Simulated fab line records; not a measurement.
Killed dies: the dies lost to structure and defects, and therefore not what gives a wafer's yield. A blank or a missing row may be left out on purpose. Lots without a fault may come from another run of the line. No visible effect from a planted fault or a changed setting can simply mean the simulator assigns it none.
A single fault, viewed from 2 desks -- flow nand-harc -- what lay behind the numbers comes last; until then each desk has only its own

## THE DEFECT DESK
For each lot, the counts of the inspections along the route, averaged over the sampled wafers that have a number. Any lot whose mean is over 4 standard deviations away from the usual mean is out of limits and marked OUT; that distance is given in the brackets.
Columns: A = raw-defect-count at NHARC_A_CHANNEL_HOLE_D1_INSPECT_40, usual 61
lot,first seen here,A
L181,day 8 08:31,52
L182,day 9 06:27,47
L183,day 9 06:36,59
L185,day 9 21:31,62
L184,day 9 21:40,81
L187,day 10 13:38,55
L189,day 10 18:56,60
L190,day 10 20:04,771 (+39) OUT
L193,day 11 21:40,770 (+39) OUT
L199,day 13 02:04,104
L200,day 13 17:35,71
L203,day 14 12:04,51
Finding of this desk: L190, L193 out of limits; the first was L190 at day 10 20:04, on raw-defect-count at NHARC_A_CHANNEL_HOLE_D1_INSPECT_40. L181, L182, L183, L185, L184, L187, L189, L199, L200, L203: within limits.

## THE TOOL OWNER'S DESK: har-etch-02
The tool's own readings at NHARC_A_CHANNEL_HOLE_D1_ETCH_19 (etches the open film in C4F8/O2/Ar, time 34.5 s): means of the sampled wafers that have a number, for each lot that ran on this tool. Any lot whose mean is over 4 standard deviations away from the usual mean is out of limits and marked OUT; that distance is given in the brackets.
Columns: A = drypump-motor-current-A at NHARC_A_CHANNEL_HOLE_D1_ETCH_19, usual 5.3 A; B = he-backside-leak-sccm at NHARC_A_CHANNEL_HOLE_D1_ETCH_19, usual 5.8 sccm; C = showerhead-plenum-p-Torr at NHARC_A_CHANNEL_HOLE_D1_ETCH_19, usual 3.77 Torr; D = throttle-valve-pct at NHARC_A_CHANNEL_HOLE_D1_ETCH_19, usual 37.038 %
lot,first seen here,A,B,C,D
L182,day 9 00:38,5.6,5.5,3.72,37.034
L185,day 9 15:47,5.6,5.3,3.72,37.041
L187,day 10 07:55,5.6,5.6,3.71,37.043
L190,day 10 14:23,5.6,5.7,3.71,37.037
L193,day 11 15:56,5.5,5.3,3.78,37.035
L203,day 14 06:25,5.5,5.7,3.76,37.038
This desk's finding: nothing out of limits on any of the 6 lots.

## PUT TOGETHER
The defect desk could have raised an alarm at day 10 20:04, on L190, L193.
The tool owner's desk saw nothing out of limits.
The tool owner's desk has L190, L193 on record, within its limits.
NHARC_A_CHANNEL_HOLE_D1_ETCH_19 was run on har-etch-02 by each of the lots named.

## WHAT HAD BEEN PUT IN BY THE SIMULATOR
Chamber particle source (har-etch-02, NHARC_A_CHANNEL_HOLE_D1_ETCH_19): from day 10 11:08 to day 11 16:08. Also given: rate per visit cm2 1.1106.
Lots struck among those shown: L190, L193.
Hours from the fault's start to each desk's first reading out of limits: the defect desk, 9.
